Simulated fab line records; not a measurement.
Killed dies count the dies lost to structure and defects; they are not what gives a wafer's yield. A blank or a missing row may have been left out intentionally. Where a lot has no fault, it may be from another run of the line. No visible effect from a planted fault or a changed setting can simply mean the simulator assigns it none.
fab line records ; flow nand_harc ; part 1 of 2: steps 1 to 22 of 33
[record] lots = 5; wafers = 15; last_day = 23
route steps=1159 shown P_M2@319 P_BONDPAD@351
lots that met no fault: from a run of the same line without faults
start_h: hours from the record's first day to the start of the lot's first wafer shown ; wait_h: hours from the lot's prior step to this one ; " the same as in the row above ; L1.1+2: several wafers, shown together as one row ; - no value, or no start was given ; * or withheld: withheld ; < > ~ a bound
route shown NAME@n: a module of which the file shows steps, and the number in the route of the first ; usual: mean and standard deviation over wafers with no fault ; same: alike in all rows ; chamber/n: place in a boat ; sites: each site's reading ; _std_site: their standard deviation ; _edge_site: the outer-site mean with the inner-site mean subtracted ; radius_mm: how far each site lies from the wafer's centre ; mask NAME#n: copy n ; behind: tool/chamber where the wafer was last shaped ; hold: reason for holding the lot/hours on hold/outcome of the hold ; device: whichever transistor did not switch (one of n, p or np) ; end of line: the tests these same wafers got at the end of their route ; step lacking rows: just its recipe ; killed: the dies lost at the first sort to structure and to defects; this is not the yield of the wafer ; map: dies across one wafer; x = killed, . = not, _ = none there
set.NAME: setting as actually run; set.NAME@STEP: the setting as run at that earlier step ; model.NAME: the simulator's own value behind a step, which no gauge read
a table for each step, a row for each wafer; lots at some steps of the route
services: the hour from which a tool's chamber was out of use, counted from the record's first day as start_h (under 0 if before that day), plus the number of hours and why
[[steps]]
[step NHARC_P_M2_DEHYDRATE_01]
[recipe] temp_c = 150; time_s = 120
[usual] chill_plate_temp_C = 23.01/0.11
lot.wafer;tool;chamber;start_h;wait_h;chill_plate_temp_C
L075.1;litho_track-04;0;138.05;-;22.88
L075.3;litho_track-04;0;138.05;-;23.18
L075.4;litho_track-04;0;138.05;-;23.05
L079.2;litho_track-01;0;152.02;-;23.05
L079.4;litho_track-01;0;152.02;-;23.17
L079.6;litho_track-01;0;152.02;-;23.05
L080.1;litho_track-01;0;159.41;-;23.02
L080.2;litho_track-01;0;159.41;-;22.92
L080.3;litho_track-01;0;159.41;-;23.03
L083.2;litho_track-04;0;180.01;-;22.97
L083.3;litho_track-04;0;180.01;-;23.01
L083.6;litho_track-04;0;180.01;-;23.01
L092.1;litho_track-06;0;239.82;-;22.95
L092.3;litho_track-06;0;239.82;-;23.06
L092.4;litho_track-06;0;239.82;-;22.98
[step NHARC_P_M2_HMDS_02]
[recipe] time_s = 30
[usual] chill_plate_temp_C = 22.99/0.1
lot.wafer;tool;chamber;start_h;wait_h;chill_plate_temp_C
L075.1;litho_track-04;0;-;-;23.04
L075.3;litho_track-04;0;-;-;23.08
L075.4;litho_track-04;0;-;-;22.97
L079.2;litho_track-01;0;-;-;22.89
L079.4;litho_track-01;0;-;-;22.96
L079.6;litho_track-01;0;-;-;23.02
L080.1;litho_track-01;0;-;-;22.95
L080.2;litho_track-01;0;-;-;23.15
L080.3;litho_track-01;0;-;-;23.06
L083.2;litho_track-04;0;-;-;22.91
L083.3;litho_track-04;0;-;-;23.10
L083.6;litho_track-04;0;-;-;22.84
L092.1;litho_track-06;0;-;-;23.00
L092.3;litho_track-06;0;-;-;22.94
L092.4;litho_track-06;0;-;-;22.86
[step NHARC_P_M2_COAT_34]
[recipe] temp_c = 200; time_s = 65
[usual] chill_plate_temp_C = 23.00/0.12
lot.wafer;tool;chamber;start_h;wait_h;chill_plate_temp_C
L075.1;litho_track-04;0;-;-;22.87
L075.3;litho_track-04;0;-;-;22.92
L075.4;litho_track-04;0;-;-;22.93
L079.2;litho_track-01;0;-;-;22.69
L079.4;litho_track-01;0;-;-;22.98
L079.6;litho_track-01;0;-;-;22.86
L080.1;litho_track-01;0;-;-;23.15
L080.2;litho_track-01;0;-;-;23.05
L080.3;litho_track-01;0;-;-;22.93
L083.2;litho_track-04;0;-;-;23.04
L083.3;litho_track-04;0;-;-;23.06
L083.6;litho_track-04;0;-;-;23.04
L092.1;litho_track-06;0;-;-;23.08
L092.3;litho_track-06;0;-;-;23.08
L092.4;litho_track-06;0;-;-;23.19
[step NHARC_P_M2_COAT_03]
[recipe] spin_rpm = 1500; resist_thk_nm = 90
[usual] chill_plate_temp_C = 22.99/0.11; spin_speed_rpm = 1500.0/1.1
lot.wafer;tool;chamber;start_h;wait_h;chill_plate_temp_C;spin_speed_rpm
L075.1;litho_track-04;0;-;-;23.14;1501.4
L075.3;litho_track-04;0;-;-;23.09;1500.2
L075.4;litho_track-04;0;-;-;23.06;1502.1
L079.2;litho_track-01;0;-;-;22.86;1500.3
L079.4;litho_track-01;0;-;-;22.88;1499.8
L079.6;litho_track-01;0;-;-;23.00;1500.5
L080.1;litho_track-01;0;-;-;23.08;1499.3
L080.2;litho_track-01;0;-;-;23.16;1499.7
L080.3;litho_track-01;0;-;-;23.01;1497.5
L083.2;litho_track-04;0;-;-;23.03;1500.2
L083.3;litho_track-04;0;-;-;23.05;1499.2
L083.6;litho_track-04;0;-;-;22.94;1499.4
L092.1;litho_track-06;0;-;-;23.11;1500.0
L092.3;litho_track-06;0;-;-;22.96;1499.8
L092.4;litho_track-06;0;-;-;23.17;1500.0
[step NHARC_P_M2_SOFTBAKE_04]
[recipe] temp_c = 105; time_s = 55
[usual] chill_plate_temp_C = 22.99/0.1
lot.wafer;tool;chamber;start_h;wait_h;chill_plate_temp_C
L075.1;litho_track-04;0;-;-;23.01
L075.3;litho_track-04;0;-;-;23.09
L075.4;litho_track-04;0;-;-;23.02
L079.2;litho_track-01;0;-;-;23.11
L079.4;litho_track-01;0;-;-;22.95
L079.6;litho_track-01;0;-;-;22.94
L080.1;litho_track-01;0;-;-;22.94
L080.2;litho_track-01;0;-;-;22.88
L080.3;litho_track-01;0;-;-;23.05
L083.2;litho_track-04;0;-;-;22.93
L083.3;litho_track-04;0;-;-;22.85
L083.6;litho_track-04;0;-;-;22.96
L092.1;litho_track-06;0;-;-;22.86
L092.3;litho_track-06;0;-;-;22.94
L092.4;litho_track-06;0;-;-;22.96
[step NHARC_P_M2_EBR_05]
[usual] chill_plate_temp_C = 23.00/0.097
lot.wafer;tool;chamber;start_h;wait_h;chill_plate_temp_C
L075.1;litho_track-04;0;-;-;23.03
L075.3;litho_track-04;0;-;-;23.12
L075.4;litho_track-04;0;-;-;23.05
L079.2;litho_track-01;0;-;-;22.84
L079.4;litho_track-01;0;-;-;23.01
L079.6;litho_track-01;0;-;-;22.84
L080.1;litho_track-01;0;-;-;23.04
L080.2;litho_track-01;0;-;-;23.05
L080.3;litho_track-01;0;-;-;23.06
L083.2;litho_track-04;0;-;-;22.81
L083.3;litho_track-04;0;-;-;23.01
L083.6;litho_track-04;0;-;-;22.93
L092.1;litho_track-06;0;-;-;22.99
L092.3;litho_track-06;0;-;-;22.89
L092.4;litho_track-06;0;-;-;22.76
[step NHARC_P_M2_EXPOSE_06]
[recipe] na = 1.35; target_cd_nm = 170; dose_mj = 80.78; mask_id = P_M2
[usual] stage_vel_mm_s = 500.06/0.25
lot.wafer;tool;chamber;start_h;wait_h;mask;stage_vel_mm_s
L075.1;arfi_scanner-02;0;138.35;-;P_M2#0;500.07
L075.3;arfi_scanner-02;0;138.35;-;P_M2#0;499.82
L075.4;arfi_scanner-02;0;138.35;-;P_M2#0;499.84
L079.2;arfi_scanner-01;0;152.31;-;P_M2#0;500.14
L079.4;arfi_scanner-01;0;152.31;-;P_M2#0;500.06
L079.6;arfi_scanner-01;0;152.31;-;P_M2#0;499.81
L080.1;arfi_scanner-03;0;159.58;-;P_M2#0;500.14
L080.2;arfi_scanner-03;0;159.58;-;P_M2#0;500.25
L080.3;arfi_scanner-03;0;159.58;-;P_M2#0;499.71
L083.2;arfi_scanner-02;0;180.30;-;P_M2#0;500.14
L083.3;arfi_scanner-02;0;180.30;-;P_M2#0;500.09
L083.6;arfi_scanner-02;0;180.30;-;P_M2#0;500.08
L092.1;arfi_scanner-03;0;240.11;-;P_M2#0;500.08
L092.3;arfi_scanner-03;0;240.11;-;P_M2#0;500.34
L092.4;arfi_scanner-03;0;240.11;-;P_M2#0;500.42
[step NHARC_P_M2_PEB_07]
[recipe] peb_temp_c = 100; peb_time_s = 65
[usual] chill_plate_temp_C = 23.00/0.11
lot.wafer;tool;chamber;start_h;wait_h;chill_plate_temp_C
L075.1;litho_track-04;0;138.42;0.1;23.02
L075.3;litho_track-04;0;138.42;0.1;23.22
L075.4;litho_track-04;0;138.42;0.1;23.06
L079.2;litho_track-01;0;152.37;0.1;23.02
L079.4;litho_track-01;0;152.37;0.1;23.10
L079.6;litho_track-01;0;152.37;0.1;22.95
L080.1;litho_track-06;0;159.64;0.1;22.93
L080.2;litho_track-06;0;159.64;0.1;23.10
L080.3;litho_track-06;0;159.64;0.1;23.00
L083.2;litho_track-06;0;180.36;0.1;22.89
L083.3;litho_track-06;0;180.36;0.1;22.80
L083.6;litho_track-06;0;180.36;0.1;22.84
L092.1;litho_track-01;0;240.17;0.1;22.91
L092.3;litho_track-01;0;240.17;0.1;23.04
L092.4;litho_track-01;0;240.17;0.1;22.97
[step NHARC_P_M2_DEVELOP_08]
[recipe] develop_time_s = 35; dev_temp_c = 23
[usual] chill_plate_temp_C = 23.02/0.087
lot.wafer;tool;chamber;start_h;wait_h;chill_plate_temp_C
L075.1;litho_track-04;0;-;-;23.00
L075.3;litho_track-04;0;-;-;23.04
L075.4;litho_track-04;0;-;-;22.99
L079.2;litho_track-01;0;-;-;22.99
L079.4;litho_track-01;0;-;-;22.93
L079.6;litho_track-01;0;-;-;22.95
L080.1;litho_track-06;0;-;-;23.05
L080.2;litho_track-06;0;-;-;23.04
L080.3;litho_track-06;0;-;-;22.93
L083.2;litho_track-06;0;-;-;22.90
L083.3;litho_track-06;0;-;-;23.18
L083.6;litho_track-06;0;-;-;22.86
L092.1;litho_track-01;0;-;-;23.04
L092.3;litho_track-01;0;-;-;23.01
L092.4;litho_track-01;0;-;-;23.08
[step NHARC_P_M2_CD_MEAS_09]
[recipe] target_cd_nm = 170; landing_energy_ev = 500
[usual] cd_nm = 170.1/0.63
[same] landing_energy_ev = 500
lot.wafer;tool;chamber;start_h;wait_h;cd_nm
L075.1;cd_sem-01;0;138.50;-;168.7
L075.3;cd_sem-01;0;138.50;-;169.2
L075.4;cd_sem-01;0;138.50;-;169.3
L079.2;cd_sem-03;0;152.45;-;170.1
L079.4;cd_sem-03;0;152.45;-;169.9
L079.6;cd_sem-03;0;152.45;-;170.1
L080.1;cd_sem-02;0;159.72;-;170.2
L080.2;cd_sem-02;0;159.72;-;169.6
L080.3;cd_sem-02;0;159.72;-;170.5
L083.2;cd_sem-02;0;180.44;-;170.6
L083.3;cd_sem-02;0;180.44;-;170.7
L083.6;cd_sem-02;0;180.44;-;170.7
L092.1;cd_sem-03;0;240.25;-;169.1
L092.3;cd_sem-03;0;240.25;-;169.5
L092.4;cd_sem-03;0;240.25;-;169.9
[step NHARC_P_M2_OVL_MEAS_10]
[recipe] pitch_nm = 340
[usual] overlay_x_nm = 0.2/0.79; overlay_y_nm = 0.2/0.89
lot.wafer;tool;chamber;start_h;wait_h;overlay_x_nm;overlay_y_nm
L075.1;overlay-01;-;138.59;-;-0.1;0.1
L075.3;overlay-01;-;138.59;-;-0.2;0.7
L075.4;overlay-01;-;138.59;-;-0.3;0.4
L079.2;overlay-02;-;152.53;-;-0.1;0.8
L079.4;overlay-02;-;152.53;-;-0.3;1.5
L079.6;overlay-02;-;152.53;-;0.3;1.0
L080.1;overlay-01;-;159.80;-;1.5;0.9
L080.2;overlay-01;-;159.80;-;1.0;1.1
L080.3;overlay-01;-;159.80;-;1.1;0.6
L083.2;overlay-02;-;180.53;-;-1.2;-0.7
L083.3;overlay-02;-;180.53;-;-1.2;0.0
L083.6;overlay-02;-;180.53;-;-0.8;-0.2
L092.1;overlay-01;-;240.34;-;0.0;-0.2
L092.3;overlay-01;-;240.34;-;-1.1;0.0
L092.4;overlay-01;-;240.34;-;-0.4;0.0
[step NHARC_P_M2_INSPECT_11]
[usual] raw_defect_count = 4/3
lot.wafer;tool;chamber;start_h;wait_h;raw_defect_count
L075.1;defect_inspect-01;-;138.63;0.0;9
L075.3;defect_inspect-01;-;138.63;0.0;4
L075.4;defect_inspect-01;-;138.63;0.0;8
L079.2;defect_inspect-02;-;152.57;0.0;3
L079.4;defect_inspect-02;-;152.57;0.0;5
L079.6;defect_inspect-02;-;152.57;0.0;2
L080.1;defect_inspect-02;-;159.84;0.0;5
L080.2;defect_inspect-02;-;159.84;0.0;0
L080.3;defect_inspect-02;-;159.84;0.0;3
L083.2;defect_inspect-02;-;180.56;0.0;4
L083.3;defect_inspect-02;-;180.56;0.0;1
L083.6;defect_inspect-02;-;180.56;0.0;6
L092.1;defect_inspect-01;-;240.37;0.0;4
L092.3;defect_inspect-01;-;240.37;0.0;4
L092.4;defect_inspect-01;-;240.37;0.0;5
[step NHARC_P_M2_DESCUM_14]
[recipe] time_s = 3; o2_flow_sccm = 200; ar_flow_sccm = 0; bias_power_w = 0; chemistry = O2
[usual] drypump_motor_current_A = 6.0/0.6; oes_product_au = 0.999/0.012; rf_vpp_V = 57.9/0.9; showerhead_plenum_p_Torr = 1.92/0.085; throttle_valve_pct = 11.312/0.0095
lot.wafer;tool;chamber;start_h;wait_h;drypump_motor_current_A;oes_product_au;rf_hours_counter_h;rf_vpp_V;showerhead_plenum_p_Torr;throttle_valve_pct
L075.1;rie_diel-10;1;138.69;0.1;6.7;1.009;52;59.9;1.87;11.286
L075.4;rie_diel-10;2;138.69;0.1;6.2;1.005;49;57.1;1.97;11.312
L075.3;rie_diel-10;0;138.69;0.1;5.5;0.994;54;58.1;1.99;11.328
L079.2;rie_diel-09;0;152.70;0.1;6.4;1.004;3;59.1;1.98;11.301
L079.4;rie_diel-09;1;152.70;0.1;5.7;1.031;-;57.9;1.91;11.295
L079.6;rie_diel-09;0;152.70;0.1;6.4;1.008;-;59.0;1.98;11.325
L080.1;rie_diel-09;3;159.90;0.1;6.6;1.002;3;58.1;1.79;11.317
L080.2;rie_diel-09;0;159.90;0.1;6.4;0.984;3;58.8;1.98;11.322
L080.3;rie_diel-09;1;159.90;0.1;5.7;1.014;3;57.2;1.91;11.313
L083.3;rie_diel-03;2;180.64;0.1;5.6;0.996;27;58.7;2.05;11.334
L083.2;rie_diel-03;3;180.64;0.1;5.8;1.000;25;58.8;1.94;11.297
L083.6;rie_diel-03;0;180.64;0.1;6.4;0.989;-;58.4;1.88;11.324
L092.1;rie_diel-09;3;240.44;0.1;6.5;0.989;6;55.2;1.79;11.307
L092.3;rie_diel-09;0;240.44;0.1;6.4;1.001;6;59.4;1.98;11.310
L092.4;rie_diel-09;1;240.44;0.1;5.7;1.011;6;57.9;1.91;11.329
[step NHARC_P_M2_ETCH_35]
[recipe] target_depth_a = 400; overetch_a = 120; time_s = 43.94; ion_energy_ev = 200; n2_flow_sccm = 150; h2_flow_sccm = 150; ar_flow_sccm = 0; rf_w = 400; bias_w = 150; chemistry = N2/H2
[usual] drypump_motor_current_A = 6.0/0.59; oes_product_au = 0.999/0.012; rf_vpp_V = 430.6/2.5; showerhead_plenum_p_Torr = 2.05/0.092; throttle_valve_pct = 14.173/0.0092
lot.wafer;tool;chamber;start_h;wait_h;drypump_motor_current_A;oes_product_au;rf_hours_counter_h;rf_vpp_V;showerhead_plenum_p_Torr;throttle_valve_pct
L075.4;rie_diel-10;0;138.78;0.1;5.4;0.992;54;432.9;2.13;14.166
L075.3;rie_diel-10;1;138.78;0.1;6.7;0.995;52;428.6;1.99;14.173
L075.1;rie_diel-10;2;138.78;0.1;6.2;0.991;49;431.7;2.10;14.157
L079.2;rie_diel-09;3;152.87;0.2;6.6;0.995;3;426.4;1.90;14.177
L079.4;rie_diel-09;3;152.87;0.2;6.6;1.007;-;427.6;1.90;14.170
L079.6;rie_diel-09;0;152.87;0.2;6.4;0.995;-;433.1;2.11;14.157
L080.1;rie_diel-09;3;160.03;0.1;6.6;1.002;3;425.3;1.90;14.164
L080.3;rie_diel-09;0;160.03;0.1;6.4;1.010;4;432.6;2.11;14.179
L080.2;rie_diel-09;1;160.03;0.1;5.7;1.031;4;429.7;2.04;14.155
L083.2;rie_diel-03;2;180.71;0.1;5.6;0.989;27;434.0;2.19;14.173
L083.3;rie_diel-03;0;180.71;0.1;6.4;0.995;24;429.8;2.01;14.175
L083.6;rie_diel-03;3;180.71;0.1;5.8;0.988;-;431.8;2.07;14.162
L092.1;rie_diel-09;0;240.52;0.1;6.4;0.985;6;431.9;2.11;14.182
L092.4;rie_diel-09;1;240.52;0.1;5.7;0.999;6;431.6;2.04;14.175
L092.3;rie_diel-09;2;240.52;0.1;4.9;0.981;5;432.1;2.16;14.161
[step NHARC_P_M2_ETCH_15]
[recipe] target_depth_a = 1825; time_s = 91.2; c4f8_flow_sccm = withheld; ar_flow_sccm = 400; rf_w = 600; bias_w = 300; chemistry = C4F8/Ar
[usual] oes_product_au = 0.940/0.022; rf_vpp_V = 441.0/2.8
lot.wafer;tool;chamber;start_h;wait_h;oes_product_au;rf_hours_counter_h;rf_vpp_V
L075.3;rie_diel-10;0;-;-;0.925;54;444.9
L075.1;rie_diel-10;1;-;-;0.928;52;438.5
L075.4;rie_diel-10;2;-;-;0.915;49;442.8
L079.2;rie_diel-09;1;-;-;0.946;3;442.2
L079.4;rie_diel-09;1;-;-;0.954;-;439.7
L079.6;rie_diel-09;3;-;-;0.933;-;435.9
L080.1;rie_diel-09;1;-;-;0.949;4;440.6
L080.2;rie_diel-09;3;-;-;0.932;3;436.8
L080.3;rie_diel-09;0;-;-;0.946;4;441.8
L083.3;rie_diel-03;1;-;-;0.911;28;439.1
L083.2;rie_diel-03;3;-;-;0.912;25;441.7
L083.6;rie_diel-03;2;-;-;0.915;-;444.4
L092.1;rie_diel-09;1;-;-;0.988;6;441.6
L092.3;rie_diel-09;3;-;-;0.959;6;436.3
L092.4;rie_diel-09;0;-;-;0.979;6;443.0
[step NHARC_P_M2_CD_MEAS_16]
[usual] cd_nm = 170.0/0.9
lot.wafer;tool;chamber;start_h;wait_h;cd_nm
L075.1;cd_sem-03;-;139.00;-;168.9
L075.3;cd_sem-03;-;139.00;-;168.7
L075.4;cd_sem-03;-;139.00;-;169.1
L079.2;cd_sem-03;-;153.12;-;169.5
L079.4;cd_sem-03;-;153.12;-;169.0
L079.6;cd_sem-03;-;153.12;-;170.1
L080.1;cd_sem-02;-;160.28;-;169.9
L080.2;cd_sem-02;-;160.28;-;170.2
L080.3;cd_sem-02;-;160.28;-;169.4
L083.2;cd_sem-02;-;180.93;-;169.6
L083.3;cd_sem-02;-;180.93;-;170.4
L083.6;cd_sem-02;-;180.93;-;169.8
L092.1;cd_sem-02;-;240.74;-;168.5
L092.3;cd_sem-02;-;240.74;-;169.7
L092.4;cd_sem-02;-;240.74;-;170.2
[step NHARC_P_M2_STRIP_18]
[recipe] power_w = 1000; n2_flow_sccm = 150; h2_flow_sccm = 150; ar_flow_sccm = 0; bias_w = 0; chemistry = N2/H2
[usual] drypump_motor_current_A = 5.9/0.58; oes_product_au = 0.999/0.012; rf_vpp_V = 90.6/0.97; showerhead_plenum_p_Torr = 2.05/0.093; throttle_valve_pct = 14.171/0.0094
lot.wafer;tool;chamber;start_h;wait_h;drypump_motor_current_A;oes_product_au;rf_hours_counter_h;rf_vpp_V;showerhead_plenum_p_Torr;throttle_valve_pct
L075.3;rie_diel-09;2;139.10;0.1;4.9;0.983;2;89.9;2.16;14.171
L075.1;rie_diel-09;3;139.10;0.1;6.6;1.008;2;88.8;1.90;14.183
L075.4;rie_diel-09;0;139.10;0.1;6.4;0.995;2;90.4;2.12;14.188
L079.2;rie_diel-09;0;153.21;0.1;6.4;1.004;3;89.7;2.11;14.169
L079.4;rie_diel-09;0;153.21;0.1;6.4;1.000;-;91.3;2.11;14.188
L079.6;rie_diel-09;3;153.21;0.1;6.6;1.000;-;90.7;1.90;14.180
L080.1;rie_diel-10;3;160.36;0.1;5.2;1.003;57;90.3;1.97;14.169
L080.3;rie_diel-10;0;160.36;0.1;5.4;0.999;60;91.1;2.12;14.157
L080.2;rie_diel-10;2;160.36;0.1;6.2;1.008;55;92.3;2.10;14.167
L083.3;rie_diel-09;1;181.01;0.1;5.7;1.020;4;89.8;2.04;14.174
L083.2;rie_diel-09;0;181.01;0.1;6.4;0.994;4;90.0;2.11;14.177
L083.6;rie_diel-09;2;181.01;0.1;4.9;0.989;-;91.4;2.16;14.182
L092.3;rie_diel-03;2;240.83;0.1;5.6;0.998;4;90.2;2.19;14.156
L092.1;rie_diel-03;3;240.83;0.1;5.8;0.996;3;88.7;2.06;14.159
L092.4;rie_diel-03;1;240.83;0.1;5.7;0.993;3;90.1;1.94;14.161
[step NHARC_P_M2_ETCH_28]
[recipe] target_depth_a = 300; over_etch_frac = 0.3; time_s = 72.99; ion_energy_ev = 150; cf4_flow_sccm = 50; n2_flow_sccm = 100; ar_flow_sccm = 150; rf_w = 300; bias_w = 100; chemistry = CF4/N2
[usual] drypump_motor_current_A = 6.0/0.57; oes_product_au = 1.000/0.011; rf_vpp_V = 314.3/1.9; showerhead_plenum_p_Torr = 2.63/0.11; throttle_valve_pct = 19.796/0.0088
lot.wafer;tool;chamber;start_h;wait_h;drypump_motor_current_A;oes_product_au;rf_hours_counter_h;rf_vpp_V;showerhead_plenum_p_Torr;throttle_valve_pct
L075.4;rie_diel-09;2;-;-;4.9;0.983;2;316.4;2.77;19.787
L075.1;rie_diel-09;3;-;-;6.6;0.998;2;311.8;2.46;19.795
L075.3;rie_diel-09;0;-;-;6.4;1.005;2;315.7;2.71;19.793
L079.2;rie_diel-09;3;-;-;6.6;0.995;3;309.8;2.46;19.785
L079.4;rie_diel-09;3;-;-;6.6;0.994;-;311.0;2.46;19.811
L079.6;rie_diel-09;0;-;-;6.4;1.005;-;315.1;2.71;19.792
L080.1;rie_diel-10;1;-;-;6.7;1.006;58;314.1;2.56;19.822
L080.2;rie_diel-10;2;-;-;6.2;1.010;55;315.2;2.70;19.806
L080.3;rie_diel-10;0;-;-;5.4;0.995;61;316.6;2.72;19.790
L083.3;rie_diel-09;0;-;-;6.4;0.999;4;315.5;2.71;19.794
L083.2;rie_diel-09;1;-;-;5.7;1.024;4;315.8;2.62;19.797
L083.6;rie_diel-09;1;-;-;5.7;1.024;-;314.6;2.62;19.798
L092.3;rie_diel-03;1;-;-;5.7;0.983;3;312.9;2.51;19.800
L092.1;rie_diel-03;2;-;-;5.6;0.995;4;316.6;2.80;19.794
L092.4;rie_diel-03;0;-;-;6.4;1.003;3;314.6;2.58;19.820
[step NHARC_P_M2_STRIP_19]
[recipe] time_s = 600; temp_c = 30; chemistry = post_etch_residue_remover
lot.wafer;tool;chamber;start_h;wait_h
L075.3+1+4;wet_bench-10;3,4,7;139.45;-
L079.2+6+4;wet_bench-08;2,4,5;153.73;-
L080.1+2+3;wet_bench-10;5,1,2;160.73;-
L083.3+2+6;wet_bench-08;3,5,6;181.40;-
L092.3+4+1;wet_bench-10;4,5,6;241.36;-
[step NHARC_P_M2_DEGAS_29]
[recipe] temp_c = 250; time_s = 60
[usual] heater_power_w = 326/33
lot.wafer;tool;chamber;start_h;wait_h;heater_power_w
L075.1;pvd_sputter-02;-;139.72;-;306
L075.4;pvd_sputter-02;-;139.72;-;365
L075.3;pvd_sputter-02;-;139.72;-;322
L079.2;pvd_sputter-01;-;154.01;-;280
L079.4;pvd_sputter-01;-;154.01;-;376
L079.6;pvd_sputter-01;-;154.01;-;281
L080.3;pvd_sputter-02;-;161.00;-;321
L080.2;pvd_sputter-02;-;161.00;-;360
L080.1;pvd_sputter-02;-;161.00;-;322
L083.3;pvd_sputter-01;-;181.68;-;374
L083.2;pvd_sputter-01;-;181.68;-;313
L083.6;pvd_sputter-01;-;181.68;-;379
L092.1;pvd_sputter-02;-;241.63;-;372
L092.4;pvd_sputter-02;-;241.63;-;341
L092.3;pvd_sputter-02;-;241.63;-;325
[step NHARC_P_M2_PRE_CLEAN_30]
[recipe] time_s = 30; temp_c = 280; gas = H2/He
[usual] heater_power_w = 398/40
lot.wafer;tool;chamber;start_h;wait_h;heater_power_w
L075.3;pvd_sputter-02;-;-;-;440
L075.4;pvd_sputter-02;-;-;-;399
L075.1;pvd_sputter-02;-;-;-;380
L079.4;pvd_sputter-01;-;-;-;432
L079.2;pvd_sputter-01;-;-;-;356
L079.6;pvd_sputter-01;-;-;-;469
L080.2;pvd_sputter-02;-;-;-;395
L080.1;pvd_sputter-02;-;-;-;391
L080.3;pvd_sputter-02;-;-;-;457
L083.2;pvd_sputter-01;-;-;-;375
L083.3;pvd_sputter-01;-;-;-;344
L083.6;pvd_sputter-01;-;-;-;470
L092.3;pvd_sputter-02;-;-;-;387
L092.1;pvd_sputter-02;-;-;-;457
L092.4;pvd_sputter-02;-;-;-;438
[step NHARC_P_M2_PVD_20]
[recipe] target_thk_a = 50; bias_v = 168.6; power_w = 15000; chamber_pressure_pa = 0.12; time_s = 8.06; substrate_temp_c = 50; material = TaN
[usual] chamber_pressure_pa = 0.12/0.00023; substrate_temp_c = 49.99/0.13; throttle_valve_pct = 30.1/1.1
lot.wafer;tool;chamber;start_h;wait_h;chamber_pressure_pa;substrate_temp_c;throttle_valve_pct
L075.4;pvd_sputter-02;-;-;-;0.12003;50.00;30.1
L075.1;pvd_sputter-02;-;-;-;0.11989;49.97;28.7
L075.3;pvd_sputter-02;-;-;-;0.11984;50.08;31.1
L079.2;pvd_sputter-01;-;-;-;0.12024;49.81;29.1
L079.4;pvd_sputter-01;-;-;-;0.11972;49.97;31.5
L079.6;pvd_sputter-01;-;-;-;0.12043;49.92;28.9
L080.1;pvd_sputter-02;-;-;-;0.11998;49.83;30.5
L080.2;pvd_sputter-02;-;-;-;0.11989;50.07;28.9
L080.3;pvd_sputter-02;-;-;-;0.11985;50.03;30.6
L083.3;pvd_sputter-01;-;-;-;0.11987;50.06;31.0
L083.2;pvd_sputter-01;-;-;-;0.11974;50.07;30.1
L083.6;pvd_sputter-01;-;-;-;0.12035;50.23;31.2
L092.3;pvd_sputter-02;-;-;-;0.12015;50.02;30.5
L092.4;pvd_sputter-02;-;-;-;0.1203;49.84;31.1
L092.1;pvd_sputter-02;-;-;-;0.12026;49.94;30.7
